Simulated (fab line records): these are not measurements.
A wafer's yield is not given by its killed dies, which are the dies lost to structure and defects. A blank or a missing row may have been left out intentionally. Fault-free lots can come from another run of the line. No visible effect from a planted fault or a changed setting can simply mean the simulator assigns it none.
fab line records	flow nandHarc
record lots=5	wafers=15	lastDay=32
route steps=1302 shown A_M1@1183 A_BONDPAD@1202 THIN_TSV@1244 END@1302
lots that met no fault: taken from a fault-free run of the same line
startH: start of the lot's first displayed wafer, in hours after the record's first day	waitH: time in hours since the lot's previous step	" same as the row above	L1.1+2: one row covering several wafers at once	- value missing, or start not given	* or withheld: withheld	< > ~ a bound
route shown NAME@n: names a module that has steps shown in the file, with the first one's number in the route	usual: mean and standard deviation over wafers with no fault	same: alike in all rows	chamber/n: place in a boat	sites: the reading at each site	_std_site: the standard deviation of these	_edge_site: mean of outer sites minus mean of inner sites	radiusMm: how far each site lies from the wafer's centre	mask NAME#n: copy n	behind: tool/chamber where the wafer was last shaped	hold: why the lot was held/for how many hours/how that ended	device: transistor that didn't switch, given as n, p or np	end of line: the route-end tests of the same wafers	for a step that has no rows: nothing shown but its recipe	killed: count of dies lost to structure and defects at first sort (not the wafer's yield)	map: the dies of a wafer, with x for killed, . for not killed, _ for no die there
set.NAME: the setting as run; set.NAME@STEP: as run at that earlier step	model.NAME: the simulator's own value behind a step, which no gauge read
lots seen at some steps along the route; tables by step, rows by wafer
services: a tool's chamber out of use, with start hour (startH, from the record's first day; less than 0 if before it), hours out, and reason
## steps
# step NHARC_A_M1_ETCH_35
# recipe targetDepthA=400	overetchA=120	timeS=43.94	ionEnergyEv=200	n2FlowSccm=150	h2FlowSccm=150	arFlowSccm=0	rfW=400	biasW=150	chemistry=N2/H2
# step NHARC_A_M1_ETCH_15
# recipe targetDepthA=1825	timeS=91.2	c4f8FlowSccm=withheld	arFlowSccm=400	rfW=600	biasW=300	chemistry=C4F8/Ar
# step NHARC_A_M1_CD_MEAS_16
# usual cdNm=120.0/0.82
lot.wafer	tool	chamber	startH	waitH	cdNm
L551.4	cdSem-02	-	536.19	-	119.8
L551.5	"	-	"	"	120.3
L551.6	"	-	"	"	120.2
L552.1	cdSem-03	-	551.51	-	119.6
L552.4	"	-	"	"	121.1
L552.5	"	-	"	"	121.1
L554.1	cdSem-03	-	587.06	-	118.7
L554.2	"	-	"	"	119.2
L554.6	"	-	"	"	120.5
L557.2	cdSem-03	-	593.19	-	120.4
L557.3	"	-	"	"	119.8
L557.4	"	-	"	"	119.5
L568.1	cdSem-01	-	725.76	-	120.4
L568.3	"	-	"	"	118.5
L568.5	"	-	"	"	120.3
# step NHARC_A_M1_STRIP_18
# recipe powerW=1000	n2FlowSccm=150	h2FlowSccm=150	arFlowSccm=0	biasW=0	chemistry=N2/H2
# step NHARC_A_M1_ETCH_28
# recipe targetDepthA=300	overEtchFrac=0.3	timeS=72.99	ionEnergyEv=150	cf4FlowSccm=50	n2FlowSccm=100	arFlowSccm=150	rfW=300	biasW=100	chemistry=CF4/N2
# step NHARC_A_M1_STRIP_19
# recipe timeS=600	tempC=30	chemistry=postEtchResidueRemover
# step NHARC_A_M1_DEGAS_29
# recipe tempC=250	timeS=60
# step NHARC_A_M1_PRE_CLEAN_30
# recipe timeS=30	tempC=280	gas=H2/He
# step NHARC_A_M1_PVD_20
# recipe targetThkA=50	biasV=168.6	powerW=15000	chamberPressurePa=0.12	timeS=8.06	substrateTempC=50	material=TaN
# step NHARC_A_M1_PVD_21
# recipe targetThkA=300	chamberPressurePa=5	powerW=5000	substrateTempC=30	timeS=20.49	material=Cu
# step NHARC_A_M1_ECD_22
# recipe targetThkA=4000	bathTempC=25	material=Cu
# step NHARC_A_M1_ANNEAL_31
# recipe tempC=225	timeS=90
# usual annealTempC=225.00/0.14	wafer_temp_C_max=225.69/0.23
lot.wafer	tool	chamber	startH	waitH	annealTempC	wafer_temp_C_max
L551.4	rtpAnneal-01	0	537.83	-	225.04	225.42
L551.5	"	0	"	"	224.96	225.68
L551.6	"	0	"	"	225.20	225.49
L552.1	rtpAnneal-01	0	553.19	-	224.92	225.65
L552.4	"	0	"	"	224.91	225.80
L552.5	"	0	"	"	225.16	225.71
L554.1	rtpAnneal-02	0	588.58	-	224.82	226.05
L554.2	"	0	"	"	224.91	225.54
L554.6	"	0	"	"	224.97	225.91
L557.2	rtpAnneal-01	0	594.69	-	225.06	225.63
L557.3	"	0	"	"	225.33	225.85
L557.4	"	0	"	"	225.14	225.46
L568.1	rtpAnneal-01	0	727.22	0.3	224.82	225.72
L568.3	"	0	"	"	224.86	225.29
L568.5	"	0	"	"	224.95	225.32
# step NHARC_A_M1_CMP_23
# recipe tOverpolishS=20	targetThkNm=154.34
# usual motorCurrentA=11.2/1.1	timeToEndpointS=28.1/2.5
lot.wafer	tool	chamber	startH	waitH	motorCurrentA	timeToEndpointS
L551.4	cmp-01	1	538.02	-	11.8	30.4
L551.5	"	1	"	"	11.8	30.4
L551.6	"	2	"	"	10.3	32.3
L552.1	cmp-02	0	553.56	-	12.3	24.9
L552.4	"	1	"	"	11.8	25.9
L552.5	"	1	"	"	10.9	22.8
L554.1	cmp-01	3	588.95	-	10.5	27.8
L554.2	"	0	"	"	9.0	28.3
L554.6	"	2	"	"	10.4	28.9
L557.4	cmp-02	2	595.01	-	12.1	27.8
L557.3	"	3	"	"	10.9	33.5
L557.2	"	0	"	"	12.3	29.1
L568.1	cmp-01	3	727.71	-	10.8	26.5
L568.3	"	1	"	"	11.2	27.9
L568.5	"	2	"	"	10.8	30.1
# step NHARC_A_M1_THK_MEAS_24
# recipe thkMeasGauge=xrf
# usual thkNm=154.0/1.5
lot.wafer	tool	chamber	startH	waitH	thkNm
L551.4	filmMetro-02	-	538.33	-	155.8
L551.5	"	-	"	"	156.8
L551.6	"	-	"	"	154.8
L552.1	filmMetro-02	-	553.88	-	154.7
L552.4	"	-	"	"	151.5
L552.5	"	-	"	"	153.1
L554.1	filmMetro-01	-	589.23	-	155.1
L554.2	"	-	"	"	154.4
L554.6	"	-	"	"	155.9
L557.2	filmMetro-02	-	595.29	-	152.7
L557.3	"	-	"	"	157.0
L557.4	"	-	"	"	155.2
L568.1	filmMetro-02	-	728.00	-	153.6
L568.3	"	-	"	"	153.6
L568.5	"	-	"	"	154.6
# step NHARC_A_M1_SRD_25
# step NHARC_A_M1_INSPECT_27
# usual rawDefectCount=548/140
lot.wafer	tool	chamber	startH	waitH	rawDefectCount
L551.4	defectInspect-01	-	538.49	0.0	740
L551.5	"	-	"	"	537
L551.6	"	-	"	"	809
L552.1	defectInspect-02	-	554.04	0.0	540
L552.4	"	-	"	"	620
L552.5	"	-	"	"	560
L554.1	defectInspect-01	-	589.39	0.0	581
L554.2	"	-	"	"	463
L554.6	"	-	"	"	549
L557.2	defectInspect-02	-	595.45	0.0	392
L557.3	"	-	"	"	352
L557.4	"	-	"	"	397
L568.1	defectInspect-01	-	728.15	0.0	452
L568.3	"	-	"	"	414
L568.5	"	-	"	"	808
# step NHARC_A_M1_PRE_CLEAN_32
# recipe timeS=12	tempC=370	rfPowerW=300	gas=NH3
# step NHARC_A_M1_DEP_33
# recipe targetThkA=300	tempC=370	targetThkNm=30	pressureTorr=3	flowSccm=200	rfW=450	material=SiCN
# step NHARC_A_BONDPAD_DEP_00
# recipe targetThkA=2500	tempC=370	targetThkNm=250	pressureTorr=3	flowSccm=200	rfW=450	material=SiCN
# step NHARC_A_BONDPAD_CMP_29
# recipe targetThkNm=200	material=SiCN
# usual motorCurrentA=11.9/1.4
lot.wafer	tool	chamber	startH	waitH	motorCurrentA
L551.4	cmp-04	2	539.59	-	13.2
L551.6	"	2	"	"	12.6
L551.5	"	3	"	"	10.1
L552.4	cmp-04	3	555.28	-	10.7
L552.1	"	0	"	"	10.1
L552.5	"	2	"	"	13.3
L554.1	cmp-02	2	590.49	-	12.7
L554.2	"	3	"	"	11.8
L554.6	"	3	"	"	11.7
L557.4	cmp-04	2	596.55	-	13.3
L557.3	"	3	"	"	10.4
L557.2	"	0	"	"	10.3
L568.3	cmp-03	1	729.29	-	10.6
L568.1	"	3	"	"	15.2
L568.5	"	1	"	"	10.2
# step NHARC_A_BONDPAD_THK_MEAS_30
# recipe thkMeasGauge=ellipsometry
# usual thkNm=199.9/1.5
lot.wafer	tool	chamber	startH	waitH	thkNm
L551.4	filmMetro-01	-	539.84	0.2	199.2
L551.5	"	-	"	"	200.7
L551.6	"	-	"	"	197.4
L552.1	filmMetro-02	-	555.50	0.2	199.7
L552.4	"	-	"	"	200.2
L552.5	"	-	"	"	197.7
L554.1	filmMetro-02	-	590.74	0.2	197.9
L554.2	"	-	"	"	201.1
L554.6	"	-	"	"	199.8
L557.2	filmMetro-02	-	596.80	0.2	199.6
L557.3	"	-	"	"	201.1
L557.4	"	-	"	"	199.7
L568.1	filmMetro-02	-	729.51	0.2	199.6
L568.3	"	-	"	"	200.7
L568.5	"	-	"	"	202.5
# step NHARC_A_BONDPAD_SRD_31
# step NHARC_A_BONDPAD_DEHYDRATE_01
# recipe tempC=150	timeS=120
# step NHARC_A_BONDPAD_HMDS_02
# recipe timeS=30
# step NHARC_A_BONDPAD_COAT_33
# recipe tempC=200	timeS=65
# step NHARC_A_BONDPAD_COAT_03
# recipe spinRpm=2000	resistThkNm=600
# step NHARC_A_BONDPAD_SOFTBAKE_04
# recipe tempC=125	timeS=70
# step NHARC_A_BONDPAD_EBR_05
# step NHARC_A_BONDPAD_EXPOSE_06
# recipe na=0.55	doseMj=36.99	maskId=A_BPAD
# step NHARC_A_BONDPAD_PEB_07
# recipe pebTempC=128	pebTimeS=80
# step NHARC_A_BONDPAD_DEVELOP_08
# recipe timeS=50	devTempC=22
# step NHARC_A_BONDPAD_CD_MEAS_09
# recipe targetCdNm=500	landingEnergyEv=500
# usual cdNm=499.9/1.6
lot.wafer	tool	chamber	startH	waitH	cdNm
L551.4	cdSem-02	0	540.42	-	498.5
L551.5	"	0	"	"	498.0
L551.6	"	0	"	"	498.8
L552.1	cdSem-03	0	556.06	-	497.8
L552.4	"	0	"	"	499.3
L552.5	"	0	"	"	499.8
L554.1	cdSem-03	0	591.31	-	499.6
L554.2	"	0	"	"	499.5
L554.6	"	0	"	"	498.6
L557.2	cdSem-02	0	597.37	-	500.1
L557.3	"	0	"	"	499.4
L557.4	"	0	"	"	499.3
L568.1	cdSem-02	0	729.95	-	502.6
L568.3	"	0	"	"	502.5
L568.5	"	0	"	"	501.8
# step NHARC_A_BONDPAD_OVL_MEAS_35
# usual overlayXNm=-1/5	overlayYNm=1/6.3
lot.wafer	tool	chamber	startH	waitH	overlayXNm	overlayYNm
L551.4	overlay-01	-	540.50	-	-1	1
L551.5	"	-	"	"	-1	1
L551.6	"	-	"	"	0	1
L552.1	overlay-02	-	556.15	-	2	1
L552.4	"	-	"	"	2	1
L552.5	"	-	"	"	2	1
L554.1	overlay-01	-	591.40	-	1	-8
L554.2	"	-	"	"	1	-8
L554.6	"	-	"	"	0	-8
L557.2	overlay-01	-	597.45	-	-1	-9
L557.3	"	-	"	"	-1	-9
L557.4	"	-	"	"	-1	-9
L568.1	overlay-01	-	730.04	-	9	9
L568.3	"	-	"	"	8	9
L568.5	"	-	"	"	9	9
# step NHARC_A_BONDPAD_HARDBAKE_10
# recipe tempC=118	timeS=65
# step NHARC_A_BONDPAD_DESCUM_11
# recipe timeS=3	o2FlowSccm=200	arFlowSccm=0	biasPowerW=0	chemistry=O2
# usual chamberPressureMTorr=60.00/0.054	drypumpMotorCurrentA=5.6/0.59	oesProductAu=1.000/0.011	rfVppV=57.9/0.79	showerheadPlenumPTorr=1.95/0.082	throttleValvePct=11.310/0.0089
# same biasPowerW=0
lot.wafer	tool	chamber	startH	waitH	chamberPressureMTorr	drypumpMotorCurrentA	oesProductAu	rfHoursCounterH	rfVppV	showerheadPlenumPTorr	throttleValvePct
L551.4	rieDiel-07	2	540.65	-	59.92	6.5	0.991	2	57.4	1.93	11.314
L551.5	"	3	"	"	59.96	5.0	0.992	-	57.8	2.05	11.308
L551.6	"	0	"	"	60.10	5.0	0.995	-	57.9	1.98	11.302
L552.4	rieDiel-07	0	556.28	-	59.99	5.1	1.007	3	57.8	1.98	11.321
L552.1	"	1	"	"	60.06	5.4	1.010	3	57.8	1.86	11.305
L552.5	"	3	"	"	59.90	5.0	1.006	-	58.2	2.05	11.312
L554.1	rieDiel-07	1	591.52	-	60.04	5.4	1.015	3	57.3	1.86	11.310
L554.2	"	2	"	"	59.89	6.5	1.003	3	58.0	1.93	11.301
L554.6	"	1	"	"	59.95	5.4	1.015	-	58.1	1.86	11.326
L557.2	rieDiel-09	0	597.58	-	60.00	5.2	1.026	14	58.8	2.03	11.304
L557.3	"	2	"	"	60.01	6.0	0.991	15	57.6	2.07	11.311
L557.4	"	3	"	"	59.97	5.7	0.999	13	57.2	1.88	11.324
L568.3	rieDiel-07	2	730.17	-	60.03	6.5	0.999	3	58.0	1.92	11.318
L568.1	"	3	"	"	60.00	5.1	1.007	3	58.5	2.05	11.307
L568.5	"	2	"	"	59.96	6.5	0.986	-	57.5	1.92	11.321
# step NHARC_A_BONDPAD_ETCH_34
# recipe targetDepthA=600	overetchA=180	timeS=65.91	ionEnergyEv=200	n2FlowSccm=150	h2FlowSccm=150	arFlowSccm=0	rfW=400	biasW=150	chemistry=N2/H2
# step NHARC_A_BONDPAD_ETCH_12
# recipe targetDepthA=2200	timeS=110	chf3FlowSccm=50	o2FlowSccm=10	arFlowSccm=200	rfW=500	biasW=200	chemistry=CHF3/O2
# usual chamberPressureMTorr=25.000/0.023	drypumpMotorCurrentA=5.6/0.57	oesProductAu=0.944/0.023	rfVppV=371.4/2.3	showerheadPlenumPTorr=2.45/0.096	throttleValvePct=20.572/0.0081
lot.wafer	tool	chamber	startH	waitH	chamberPressureMTorr	drypumpMotorCurrentA	oesProductAu	rfHoursCounterH	rfVppV	showerheadPlenumPTorr	throttleValvePct
L551.4	rieDiel-07	0	-	-	25.027	5.1	0.948	2	371.9	2.48	20.568
L551.6	"	2	"	"	25.026	6.5	0.970	-	370.4	2.42	20.574
L551.5	"	3	"	"	25.001	5.1	0.970	-	373.6	2.56	20.571
L552.1	rieDiel-07	2	-	-	24.996	6.5	0.925	2	371.2	2.42	20.574
L552.4	"	0	"	"	25.008	5.1	0.920	3	370.6	2.48	20.586
L552.5	"	2	"	"	25.039	6.5	0.919	-	369.7	2.42	20.589
L554.1	rieDiel-07	2	-	-	25.001	6.5	0.925	3	370.4	2.42	20.562
L554.2	"	3	"	"	25.050	5.0	0.924	3	374.4	2.56	20.580
L554.6	"	0	"	"	24.965	5.0	0.912	-	371.9	2.48	20.578
L557.3	rieDiel-09	0	-	-	24.988	5.2	0.943	14	374.9	2.54	20.563
L557.2	"	2	"	"	24.996	6.0	0.917	15	373.9	2.59	20.572
L557.4	"	3	"	"	24.991	5.7	0.920	13	370.5	2.37	20.569
L568.3	rieDiel-07	1	-	-	25.039	5.4	0.913	3	369.3	2.33	20.581
L568.1	"	2	"	"	25.013	6.5	0.908	3	369.7	2.41	20.574
L568.5	"	3	"	"	24.999	5.0	0.930	-	374.1	2.56	20.561
# step NHARC_A_BONDPAD_CD_MEAS_13
# usual cdNm=499.2/1.8
lot.wafer	tool	chamber	startH	waitH	cdNm
L551.4	cdSem-03	-	540.95	-	497.8
L551.5	"	-	"	"	497.6
L551.6	"	-	"	"	498.4
L552.1	cdSem-02	-	556.59	-	496.2
L552.4	"	-	"	"	499.8
L552.5	"	-	"	"	499.3
L554.1	cdSem-02	-	591.84	-	497.7
L554.2	"	-	"	"	497.8
L554.6	"	-	"	"	497.7
L557.2	cdSem-02	-	597.90	-	499.1
L557.3	"	-	"	"	498.7
L557.4	"	-	"	"	496.9
L568.1	cdSem-01	-	730.48	-	501.6
L568.3	"	-	"	"	501.8
L568.5	"	-	"	"	502.1
# step NHARC_A_BONDPAD_STRIP_15
# recipe o2FlowSccm=500	arFlowSccm=0	biasW=0	chemistry=O2
# step NHARC_A_BONDPAD_ETCH_24
# recipe targetDepthA=300	overEtchFrac=0.3	timeS=72.99	ionEnergyEv=150	cf4FlowSccm=50	n2FlowSccm=100	arFlowSccm=150	rfW=300	biasW=100	chemistry=CF4/N2
# usual chamberPressureMTorr=29.997/0.027	drypumpMotorCurrentA=5.7/0.56	oesProductAu=1.001/0.01	rfVppV=315.0/2.2	showerheadPlenumPTorr=2.68/0.12	throttleValvePct=19.794/0.0096
lot.wafer	tool	chamber	startH	waitH	chamberPressureMTorr	drypumpMotorCurrentA	oesProductAu	rfHoursCounterH	rfVppV	showerheadPlenumPTorr	throttleValvePct
L551.6	rieDiel-09	2	541.22	0.1	29.985	6.0	0.994	-	318.6	2.84	19.791
L551.4	"	3	"	"	29.992	5.7	1.007	-	313.6	2.59	19.792
L551.5	"	0	"	"	30.026	5.2	1.019	-	316.5	2.78	19.793
L552.1	rieDiel-07	2	-	-	30.027	6.5	1.000	2	315.4	2.64	19.799
L552.4	"	1	"	"	29.983	5.4	1.005	3	313.9	2.56	19.783
L552.5	"	2	"	"	29.991	6.5	0.993	-	312.9	2.64	19.795
L554.2	rieDiel-08	1	-	-	29.989	6.5	1.016	9	313.0	2.54	19.796
L554.1	"	3	"	"	30.005	6.3	0.989	13	317.8	2.78	19.804
L554.6	"	0	"	"	30.002	4.9	0.990	-	316.3	2.80	19.800
L557.4	rieDiel-09	0	-	-	30.010	5.2	1.013	14	317.5	2.78	19.790
L557.2	"	2	"	"	30.024	6.0	0.999	15	316.7	2.83	19.792
L557.3	"	3	"	"	30.015	5.7	1.007	13	313.6	2.59	19.793
L568.1	rieDiel-09	1	730.90	0.2	30.018	6.3	0.995	8	311.2	2.47	19.812
L568.3	"	2	"	"	30.021	6.0	0.991	7	317.6	2.82	19.799
L568.5	"	1	"	"	29.999	6.3	1.013	-	310.9	2.47	19.807
# step NHARC_A_BONDPAD_STRIP_16
# recipe timeS=600	tempC=30	chemistry=postEtchResidueRemover
# step NHARC_THIN_TSV_GRIND_00
# recipe targetThkUm=6
# usual motorCurrentA=12.001/0.021
lot.wafer	tool	chamber	startH	waitH	hold	motorCurrentA
L551.4	grinder-01	0	553.56	0.7	-	12.026
L551.5	"	0	"	"	-	11.996
L551.6	"	0	"	"	-	12.018
L552.1	grinder-01	0	569.88	0.1	-	12.024
L552.4	"	0	"	"	-	12.018
L552.5	"	0	"	"	-	11.994
L554.1	grinder-01	0	606.98	0.1	-	11.998
L554.2	"	0	"	"	-	11.995
L554.6	"	0	"	"	-	12.014
L557.2	grinder-01	0	608.36	1.5	-	12.013
L557.3	"	0	"	"	-	11.999
L557.4	"	0	"	"	-	12.004
L568.1	grinder-01	0	748.05	5.3	awaitDispo/5.1h/release	11.998
L568.3	"	0	"	"	awaitDispo/5.1h/release	11.988
L568.5	"	0	"	"	awaitDispo/5.1h/release	11.993
# step NHARC_END_SORT_01
# recipe tempC=25
# usual defectLimitedYield=91.2/2.6	killedAtArray=55/17	killedAtOther=1.1/1.6	killedAtPeriphery=3.8/2.5	killedDies=60/18	killedOpen=3.3/1.9	killedShort=2.5/1.7
# same grossDies=677
lot.wafer	tool	chamber	startH	waitH	hold	defectLimitedYield[%]	killedAtArray	killedAtOther	killedAtPeriphery	killedDies	killedOpen	killedShort
L551.4	prober-02	0	574.85	3.4	-	91.3	57	0	2	59	4	2
L551.5	prober-02	0	575.64	3.7	-	90.3	64	0	2	66	2	2
L551.6	prober-02	0	576.44	4.0	-	88.9	73	0	2	75	7	1
L552.1	prober-02	0	588.49	2.5	-	90.5	54	1	9	64	4	3
L552.4	prober-02	0	590.91	3.4	-	88.9	69	1	5	75	6	5
L552.5	prober-02	0	591.72	3.7	-	90.5	56	0	8	64	4	2
L554.1	prober-02	0	624.47	2.5	-	89.7	68	1	1	70	0	4
L554.2	prober-02	0	625.27	2.8	-	89.1	72	0	2	74	2	0
L554.6	prober-02	0	628.48	4.0	-	90.3	64	1	1	66	3	4
L557.2	prober-01	0	625.27	2.8	-	92.9	47	0	1	48	2	8
L557.3	prober-01	0	626.06	3.1	-	95.7	29	0	0	29	0	4
L557.4	prober-01	0	626.85	3.4	-	95.3	30	2	0	32	0	0
L568.1	prober-01	0	772.25	2.5	awaitDispo/3.4h/release	93.8	37	0	5	42	4	3
L568.3	prober-01	0	773.86	3.1	awaitDispo/3.4h/release	95.7	26	0	3	29	3	2
L568.5	prober-01	0	775.48	3.7	awaitDispo/3.4h/release	60.0	271	0	0	271	2	1
# killed by level:class
L551.4 A_CHANNEL_HOLE_D2:chamberFilmFlake=23 A_CHANNEL_HOLE_D1:chamberFilmFlake=17 A_CONTACT:chamberFilmFlake=8 A_CHANNEL_HOLE_D1:geometricParticle:open=1 A_ONON_D2:geometricParticle:open=1 A_CHANNEL_FILL_D2:geometricParticle:short=1 A_WL_FILL:geometricParticle:short=1 A_WL_FILL:geometricParticle:open=1
L551.5 A_CHANNEL_HOLE_D1:chamberFilmFlake=33 A_CHANNEL_HOLE_D2:chamberFilmFlake=21 A_CONTACT:chamberFilmFlake=5 A_STAIRCASE:chamberFilmFlake=2 P_GATE:geometricParticle:short=1 P_CONTACT:geometricParticle:open=1 A_CHANNEL_FILL_D1:geometricParticle:short=1 A_ONON_D2:geometricParticle:open=1
L551.6 A_CHANNEL_HOLE_D2:chamberFilmFlake=28 A_CHANNEL_HOLE_D1:chamberFilmFlake=26 A_CONTACT:chamberFilmFlake=9 P_GATE:geometricParticle:open=2 A_DECK1_JOINT:geometricParticle:open=1 A_ONON_D2:geometricParticle:open=1 A_CHANNEL_FILL_D2:geometricParticle:open=1 A_WL_FILL:geometricParticle:short=1
L552.1 A_CHANNEL_HOLE_D1:chamberFilmFlake=22 A_SLIT:chamberFilmFlake=21 P_M0:chamberFilmFlake=4 A_CHANNEL_HOLE_D2:chamberFilmFlake=4 A_SGD_CUT:chamberFilmFlake=2 P_M0:geometricParticle:short=1 P_M0:geometricParticle:open=1 P_M1:geometricParticle:open=1
L552.4 A_CHANNEL_HOLE_D1:chamberFilmFlake=25 A_SLIT:chamberFilmFlake=16 A_CHANNEL_HOLE_D2:chamberFilmFlake=10 A_CONTACT:chamberFilmFlake=4 A_SGD_CUT:chamberFilmFlake=3 A_CHANNEL_FILL_D2:geometricParticle:open=2 P_CONTACT:geometricParticle:open=1 P_M1:geometricParticle:open=1
L552.5 A_SLIT:chamberFilmFlake=26 A_CHANNEL_HOLE_D1:chamberFilmFlake=16 P_M0:chamberFilmFlake=5 A_CHANNEL_HOLE_D2:chamberFilmFlake=4 A_CONTACT:chamberFilmFlake=3 A_BLC:geometricParticle:open=2 P_GATE:geometricParticle:short=1 A_ONON_D1:geometricParticle:open=1
L554.1 A_CHANNEL_HOLE_D1:chamberFilmFlake=31 A_SLIT:chamberFilmFlake=18 A_DECK1_JOINT:chamberFilmFlake=5 A_CHANNEL_HOLE_D2:chamberFilmFlake=5 A_STAIRCASE:chamberFilmFlake=2 A_BLC:chamberFilmFlake=2 A_CHANNEL_FILL_D1:geometricParticle:short=1 A_DECK1_JOINT:geometricParticle:short=1
L554.2 A_CHANNEL_HOLE_D1:chamberFilmFlake=27 A_SLIT:chamberFilmFlake=27 A_CHANNEL_HOLE_D2:chamberFilmFlake=7 A_BLC:chamberFilmFlake=3 P_ZERO_WELL:chamberFilmFlake=2 A_DECK1_JOINT:chamberFilmFlake=2 A_CHANNEL_HOLE_D1:geometricParticle:open=1 A_M0:geometricParticle:open=1
L557.2 A_CHANNEL_HOLE_D2:chamberFilmFlake=10 A_M1:chamberFilmFlake=8 A_CHANNEL_HOLE_D1:chamberFilmFlake=7 A_CONTACT:chamberFilmFlake=7 A_DECK1_JOINT:chamberFilmFlake=3 A_CHANNEL_FILL_D2:geometricParticle:short=2 P_M1:geometricParticle:short=1 A_SOURCE_PLATE:geometricParticle:open=1
L557.3 A_CHANNEL_HOLE_D2:chamberFilmFlake=7 A_CONTACT:chamberFilmFlake=5 A_M1:chamberFilmFlake=5 A_CHANNEL_HOLE_D1:chamberFilmFlake=4 A_WL_FILL:geometricParticle:short=2 A_STAIRCASE:chamberFilmFlake=2 A_CHANNEL_HOLE_D1:geometricParticle:short=1 A_STAIRCASE:geometricParticle:short=1
L557.4 A_CHANNEL_HOLE_D2:chamberFilmFlake=16 A_M1:chamberFilmFlake=5 A_CONTACT:chamberFilmFlake=4 A_WL_FILL:chamberFilmFlake=2 A_CHANNEL_HOLE_D1:chamberFilmFlake=1 A_SLIT:chamberFilmFlake=1 A_BLC:chamberFilmFlake=1 THIN_TSV:chamberFilmFlake=1
L554.6 A_CHANNEL_HOLE_D1:chamberFilmFlake=30 A_SLIT:chamberFilmFlake=13 A_CHANNEL_HOLE_D2:chamberFilmFlake=9 A_STAIRCASE:chamberFilmFlake=3 P_M1:geometricParticle:open=1 A_SOURCE_PLATE:geometricParticle:open=1 A_ONON_D1:geometricParticle:open=1 A_ONON_D1:geometricParticle:short=1
L568.1 A_SLIT:chamberFilmFlake=18 A_STAIRCASE:chamberFilmFlake=6 A_CHANNEL_HOLE_D1:chamberFilmFlake=5 A_WL_FILL:chamberFilmFlake=2 P_GATE:geometricParticle:open=1 P_GATE:geometricParticle:short=1 P_M0:geometricParticle:open=1 A_CHANNEL_HOLE_D1:geometricParticle:short=1
L568.3 A_SLIT:chamberFilmFlake=14 A_CHANNEL_HOLE_D1:chamberFilmFlake=3 A_CHANNEL_HOLE_D1:geometricParticle:open=2 P_GATE:chamberFilmFlake=2 A_ONON_D2:geometricParticle:short=1 A_CHANNEL_HOLE_D2:geometricParticle:short=1 A_WL_FILL:geometricParticle:open=1 P_CONTACT:chamberFilmFlake=1
L568.5 A_M1:unspecified=244 A_SLIT:chamberFilmFlake=16 A_CHANNEL_HOLE_D1:chamberFilmFlake=4 A_WL_FILL:chamberFilmFlake=2 A_CHANNEL_FILL_D2:geometricParticle:open=1 A_SGD_CUT:geometricParticle:short=1 A_BLC:geometricParticle:open=1 A_CHANNEL_FILL_D1:chamberFilmFlake=1
# map L568.5 (x killed, . not)
____________.____________
_________......x_________
_______..x...xxx.x_______
______x..xxx.......______
_____.xxxx.x..x.x..x_____
____x.xx.xxxx.....x.x____
____xx...x.xx.x.xx.x.____
___..xxx...xxx......xx___
___xx.x.xx...x.x..xx..___
__xxx.xx..xx...xx...xxx__
__xxx.......x....x..x.x__
_xx.xxx.xx...xx.x.x.xxx._
_xx.xxx.x...x....x..xx.._
_xxx...xx.....x..x..x..x_
_xx..xxxxx.xxx...xx..xxx_
_x..xxx..x.........x.xx._
xx..xx.xx......xxx.x...x.
x.x..xx...xxxx......x....
...x...x.......x.....x.x.
.x...x.x........xx..x.xx.
..x.........xxxx.x..x..x.
_.x..x...x.....xxx..x..._
_..x....xxx..xx......x.._
_xx..x.x..xx..x.x..x...._
_x...x..x.xx...x.x.x...._
_......x.x..x....xx..x.x_
__xx.........x.x......x__
__xx..xx..xx..x.x.x....__
___xx...x..xx.x.x....x___
___....xx.....x..x..x.___
____x.x...xx.x.......____
____...x.xxx.x....xx.____
_____.xxx.xx...x...x_____
______xxxx..xx..x..______
_______x.xx....x.x_______
_________xxxxx.._________
____________x____________
# map L551.6 (x killed, . not)
____________.____________
_________......._________
_______...x..x...._______
______.......x....x______
_____...........x..._____
____...x.....x.......____
____.................____
___...................___
___...................___
__........x.....x......__
__.....................__
_.....................x._
_......................._
_...............x......x_
_......................._
_......................._
..........x..............
.........................
..................x......
x........................
x.x.x.x......x...........
_xx............x.x...x.._
_xxxx.......x...xxx....._
_xxxx.............x.x..._
_xx............x.xxx..x._
_xxxx...........xxxx...._
__xx..........x.xxx..x.__
__x.x...........xx.xx..__
___x........x...x.xx..___
___...................___
____............x....____
____.....x........x..____
_____..............._____
______.............______
_______..........._______
_________......._________
____________.____________
## services
tool	chamber	startH	hours	kind
cmp-04	-	514.29	1.1	repair
cmp-04	-	520.76	16.2	repair
rieDiel-07	3	523.40	4.1	repair
cmp-02	-	526.73	4.0	pm
grinder-01	-	535.62	0.4	repair
cmp-04	-	546.15	0.9	repair
cmp-01	-	547.87	1.2	repair
rieDiel-07	0	572.60	3.6	repair
grinder-01	-	573.14	1.6	repair
cmp-04	-	584.85	8.8	repair
cmp-01	-	590.24	4.0	pm
rieDiel-07	2	594.18	2.5	repair
grinder-01	-	598.02	0.8	repair
cmp-04	-	601.06	4.0	pm
rieDiel-09	-	620.17	1.2	repair
rieDiel-07	1	628.97	2.6	repair
rieDiel-07	-	648.37	9.0	pm
rieDiel-09	-	674.14	9.0	pm
rieDiel-07	2	683.62	6.8	repair
rieDiel-09	3	725.36	9.6	repair
grinder-01	-	736.34	8.0	pm
rieDiel-07	2	739.02	7.1	repair
rieDiel-07	0	747.07	9.9	repair
rieDiel-07	3	747.47	15.9	repair
## key
firstSign step=NHARC_END_SORT_01	reading=killedAtArray	direction=up	sigmas=12	usual=55	struck=271
effect step=NHARC_END_SORT_01	reading=defectLimitedYield	direction=down	sigmas=12	usual=91.2	struck=60.0
moreKillsBornAt NHARC_A_M1_CMP_23@cmp-01=244
metAt NHARC_A_M1_CMP_23
struckWafers L568.5
onsetBetween 588.95 727.71
fault kind=chamberParticleSource	tool=cmp-01	chamber=2	onsetH=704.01	steps=NHARC_A_M1_CMP_23	ratePerVisitCm2=0.50628	endH=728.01
